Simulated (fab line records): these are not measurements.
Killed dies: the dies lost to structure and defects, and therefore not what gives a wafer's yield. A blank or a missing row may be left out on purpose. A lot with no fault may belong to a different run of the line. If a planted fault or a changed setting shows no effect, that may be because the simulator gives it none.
Matching of chambers	flow n5Finfet	cmp-02 running N5_BEOL_M15_CMP_49: 4 sister chambers
The step polishes, stops on SiO2, t overpolish 4.9 s, target thk 850 nm. 8 wafers are shown with their chamber, then 12 later ones without.

## WAFERS PAIRED WITH THEIR CHAMBERS
wafer	chamber	motorCurrentA (A)	slurryFlowMlMin
L081.6	1	8.2	150.1
L083.6	2	7.7	149.3
L090.3	3	8.8	149.9
L090.4	0	7.6	149.6
L090.6	0	8.4	149.4
L089.1	1	8.3	150.4
L089.2	2	8.2	149.4
L089.4	3	8.9	149.6

## WAFERS WITH NO CHAMBER GIVEN
wafer	motorCurrentA (A)	slurryFlowMlMin
L087.1	8.5	149.5
L087.2	9.2	150.0
L087.6	9.0	150.2
L088.2	8.4	149.3
L088.5	8.5	149.9
L088.6	7.9	149.6
L094.2	9.4	150.6
L094.3	8.4	150.0
L094.4	7.9	150.2
L093.2	8.8	150.3
L093.3	7.9	150.1
L093.6	8.1	149.9

## EACH ONE'S CHAMBER
wafer	from the rows above	in truth
L087.1	can't be placed: 0 or 3 or 2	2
L087.2	can't be placed: 3 or 1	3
L087.6	can't be placed: 1 or 3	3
L088.2	can't be placed: 2 or 0 or 3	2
L088.5	can't be placed: 3 or 1 or 0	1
L088.6	can't be placed: 0 or 2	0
L094.2	can't be placed: 1 or 3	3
L094.3	can't be placed: 1 or 3 or 0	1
L094.4	1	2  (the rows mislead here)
L093.2	can't be placed: 1 or 3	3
L093.3	1	1
L093.6	can't be placed: 1 or 0 or 3 or 2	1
1 of 12 placed correctly. From these rows, 10 cannot be placed; in 10 the true chamber is one of the candidates. Number placed wrongly: 1.
How it was worked out, from the rows above alone: a wafer's distance from a chamber is the root of the sum, over the readings, of the square of ((its reading less the chamber's mean) divided by the reading's scatter). The wafer belongs to the nearest chamber; if the next one is less than 2 further off, it can't be placed. For every chamber, the mean is computed from those of its wafers that are shown. The scatter: take each reading less its chamber's mean, square it, sum over the shown wafers, divide by the number of wafers less the number of chambers, and take the root.
